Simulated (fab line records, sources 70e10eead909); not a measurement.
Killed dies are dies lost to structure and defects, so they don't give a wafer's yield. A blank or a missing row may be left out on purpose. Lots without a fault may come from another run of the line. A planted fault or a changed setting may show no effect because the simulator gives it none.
Which tool did it? | flow nand_harc | 12 lots, 35 wafers sampled, at 4 steps of a route of 1159

WHAT THE GAUGES READ, wafer by wafer
The record holds no reading of a measuring or inspecting step that can be judged against a usual standard deviation.

WHICH TOOL RAN EACH LOT (tool, then ch and the chambers of the sampled wafers, then the start)
lot  | NHARC_A_CHANNEL_FILL_D1_ALD_02   | NHARC_A_CHANNEL_FILL_D1_ALD_14   | NHARC_A_CHANNEL_FILL_D1_ETCHBACK_20 | NHARC_A_CHANNEL_FILL_D1_STRIP_28
L162 | ald_hk-03 ch 0,2, day 8 20:43    | ald_hk-03 ch 0,1, day 9 03:41    | rie_diel-03 ch 2,3, day 9 23:05     | rie_diel-03 ch 0,1, day 9 23:10
L163 | ald_hk-01 ch 1,2, day 9 05:33    | ald_hk-03 ch 1,2, day 9 12:29    | rie_diel-04 ch 0,2,3, day 10 05:24  | rie_diel-04 ch 0,1,3, day 10 05:28
L164 | ald_hk-01 ch 0,1,3, day 9 06:04  | ald_hk-02 ch 1,2, day 9 12:29    | rie_diel-07 ch 1,3, day 10 05:22    | rie_diel-07 ch 2,3, day 10 05:28
L165 | ald_hk-03 ch 0,1,2, day 9 11:58  | ald_hk-03 ch 1,2,3, day 9 18:58  | rie_diel-04 ch 0,3, day 10 12:44    | rie_diel-04 ch 1,2, day 10 12:50
L168 | ald_hk-01 ch 1,3, day 9 18:40    | ald_hk-03 ch 0,2,3, day 10 01:41 | rie_diel-03 ch 0,1,2, day 10 18:50  | rie_diel-03 ch 0,2,3, day 10 18:56
L167 | ald_hk-03 ch 0,1,2, day 9 19:17  | ald_hk-01 ch 2,3, day 10 01:44   | rie_diel-04 ch 0,1,2, day 10 18:51  | rie_diel-04 ch 0,1,3, day 10 18:56
L169 | ald_hk-01 ch 0,1,3, day 10 11:55 | ald_hk-03 ch 0,2,3, day 10 21:39 | rie_diel-07 ch 0,1,3, day 11 17:13  | rie_diel-07 ch 0,1,2, day 11 17:19
L172 | ald_hk-01 ch 1,2, day 11 05:31   | ald_hk-01 ch 0,1, day 11 12:26   | rie_diel-03 ch 0,1, day 12 05:24    | rie_diel-03 ch 2,3, day 12 05:28
L179 | ald_hk-03 ch 0,1, day 12 20:52   | ald_hk-01 ch 2,3, day 13 04:09   | rie_diel-03 ch 1,2,3, day 13 20:48  | rie_diel-03 ch 0,1,3, day 13 20:55
L183 | ald_hk-02 ch 0,2,3, day 13 14:13 | ald_hk-02 ch 1,2, day 13 21:01   | rie_diel-07 ch 0,2,3, day 14 14:07  | rie_diel-07 ch 0,1, day 14 14:11
L184 | ald_hk-03 ch 0,2,3, day 14 02:32 | ald_hk-02 ch 2,3, day 14 12:19   | rie_diel-03 ch 0,1,3, day 15 05:14  | rie_diel-03 ch 1,2, day 15 05:19
L185 | ald_hk-01 ch 0,1,3, day 14 14:26 | ald_hk-02 ch 1,2, day 14 23:16   | rie_diel-07 ch 1,2,3, day 15 16:16  | rie_diel-07 ch 0,1,2, day 15 16:21
- NHARC_A_CHANNEL_FILL_D1_ALD_02: deposits SiO2, target thk 6 nm, pulse time 10 s, ald cycles 60.
- NHARC_A_CHANNEL_FILL_D1_ALD_14: deposits SiO2, target thk 2.5 nm, pulse time 10 s, ald cycles 25.
- NHARC_A_CHANNEL_FILL_D1_ETCHBACK_20: etches the open film in C4F8/O2/Ar, target depth 27 nm, time 13.5 s.
- NHARC_A_CHANNEL_FILL_D1_STRIP_28: strips in O2, time 20 s.

WHAT THE TOOLS THEMSELVES READ (means of the sampled wafers that have a number; where no wafer has one, the mark that the record gives instead)
NHARC_A_CHANNEL_FILL_D1_ALD_02. Usual: heater_power_w 483 W, standard deviation 44; precursor_pulse_height_rel 0.998, standard deviation 0.02; susceptor_temp_C 300.02 C, standard deviation 0.19.
lot  | tool      | heater_power_w (W) | precursor_pulse_height_rel | susceptor_temp_C (C) | flag
L162 | ald_hk-03 | 523                | 1.005                      | 300.12               |
L163 | ald_hk-01 | 493                | 0.994                      | 300.18               |
L164 | ald_hk-01 | 471                | 1.005                      | 299.81               |
L165 | ald_hk-03 | 510                | 0.976                      | 300.12               |
L168 | ald_hk-01 | 483                | 1.002                      | 300.09               |
L167 | ald_hk-03 | 514                | 1.000                      | 299.99               |
L169 | ald_hk-01 | 470                | 1.014                      | 299.96               |
L172 | ald_hk-01 | 487                | 0.986                      | 300.21               |
L179 | ald_hk-03 | 466                | 0.990                      | 300.01               |
L183 | ald_hk-02 | 445                | 0.996                      | 300.01               |
L184 | ald_hk-03 | 474                | 0.996                      | 300.05               |
L185 | ald_hk-01 | 475                | 0.999                      | 300.00               |

NHARC_A_CHANNEL_FILL_D1_ALD_14. Usual: heater_power_w 476 W, standard deviation 44; precursor_pulse_height_rel 0.999, standard deviation 0.021; susceptor_temp_C 299.99 C, standard deviation 0.2.
lot  | tool      | heater_power_w (W) | precursor_pulse_height_rel | susceptor_temp_C (C) | flag
L162 | ald_hk-03 | 468                | 1.020                      | 300.10               |
L163 | ald_hk-03 | 529                | 0.997                      | 299.83               |
L164 | ald_hk-02 | 447                | 1.007                      | 299.89               |
L165 | ald_hk-03 | 500                | 1.008                      | 299.85               |
L168 | ald_hk-03 | 481                | 1.008                      | 299.85               |
L167 | ald_hk-01 | 526                | 1.001                      | 300.09               |
L169 | ald_hk-03 | 475                | 0.994                      | 299.91               |
L172 | ald_hk-01 | 454                | 0.995                      | 299.84               |
L179 | ald_hk-01 | 526                | 1.000                      | 299.99               |
L183 | ald_hk-02 | 445                | 0.998                      | 300.23               |
L184 | ald_hk-02 | 456                | 1.005                      | 300.20               |
L185 | ald_hk-02 | 449                | 1.015                      | 300.17               |

NHARC_A_CHANNEL_FILL_D1_ETCHBACK_20. Usual: oes_product_au 0.97 a.u., standard deviation 0.038; rf_vpp_V 980 V, standard deviation 5.4.
lot  | tool        | oes_product_au (a.u.) | rf_vpp_V (V) | flag
L162 | rie_diel-03 | 1.00                  | 984          |
L163 | rie_diel-04 | 0.92                  | 976          |
L164 | rie_diel-07 | 0.91                  | 986          |
L165 | rie_diel-04 | 0.92                  | 982          |
L168 | rie_diel-03 | 1.00                  | 981          |
L167 | rie_diel-04 | 0.92                  | 974          |
L169 | rie_diel-07 | 1.00                  | 982          |
L172 | rie_diel-03 | 1.00                  | 978          |
L179 | rie_diel-03 | 1.01                  | 981          |
L183 | rie_diel-07 | 1.00                  | 983          |
L184 | rie_diel-03 | 1.00                  | 979          |
L185 | rie_diel-07 | 0.94                  | 984          |

NHARC_A_CHANNEL_FILL_D1_STRIP_28. Usual: drypump_motor_current_A 5.8 A, standard deviation 0.52; oes_product_au 0.998 a.u., standard deviation 0.0094; rf_vpp_V 57.9 V, standard deviation 0.86; showerhead_plenum_p_Torr 3.58 Torr, standard deviation 0.13; throttle_valve_pct 17.036 %, standard deviation 0.0093.
lot  | tool        | drypump_motor_current_A (A) | oes_product_au (a.u.) | rf_vpp_V (V) | showerhead_plenum_p_Torr (Torr) | throttle_valve_pct (%) | flag
L162 | rie_diel-03 | 5.8                         | 1.001                 | 57.7         | 3.53                            | 17.030                 |
L163 | rie_diel-04 | 5.7                         | 0.993                 | 57.8         | 3.56                            | 17.035                 |
L164 | rie_diel-07 | 5.6                         | 0.988                 | 58.4         | 3.74                            | 17.029                 |
L165 | rie_diel-04 | 5.8                         | 0.995                 | 57.1         | 3.50                            | 17.031                 |
L168 | rie_diel-03 | 5.6                         | 1.007                 | 58.5         | 3.63                            | 17.031                 |
L167 | rie_diel-04 | 5.8                         | 0.998                 | 57.3         | 3.56                            | 17.032                 |
L169 | rie_diel-07 | 6.3                         | 0.998                 | 58.3         | 3.61                            | 17.042                 |
L172 | rie_diel-03 | 5.7                         | 1.006                 | 57.8         | 3.66                            | 17.032                 |
L179 | rie_diel-03 | 5.5                         | 1.001                 | 58.4         | 3.55                            | 17.028                 |
L183 | rie_diel-07 | 6.0                         | 0.993                 | 58.5         | 3.54                            | 17.038                 |
L184 | rie_diel-03 | 6.2                         | 1.004                 | 58.6         | 3.67                            | 17.034                 |
L185 | rie_diel-07 | 6.3                         | 0.999                 | 58.1         | 3.60                            | 17.037                 |

THE ANSWER, worked out from the rows above alone
Rule: a lot is off if the mean of its wafers that have a number lies more than 3 standard deviations from the usual mean. A lot without any number at a reading at which 4 lots or more have one is off too. The other lots that the step has rows for count as sound. The gauges are gone through in route order, then the tools' own readings, and for those a lot's mean is taken as printed above. The first step at which some lot is off is used, and at that step the reading that is off furthest; a lot without a number counts as furthest.
No lot is off at any reading shown: from this, nothing can be told.

WHAT THE SIMULATOR HAD PUT IN
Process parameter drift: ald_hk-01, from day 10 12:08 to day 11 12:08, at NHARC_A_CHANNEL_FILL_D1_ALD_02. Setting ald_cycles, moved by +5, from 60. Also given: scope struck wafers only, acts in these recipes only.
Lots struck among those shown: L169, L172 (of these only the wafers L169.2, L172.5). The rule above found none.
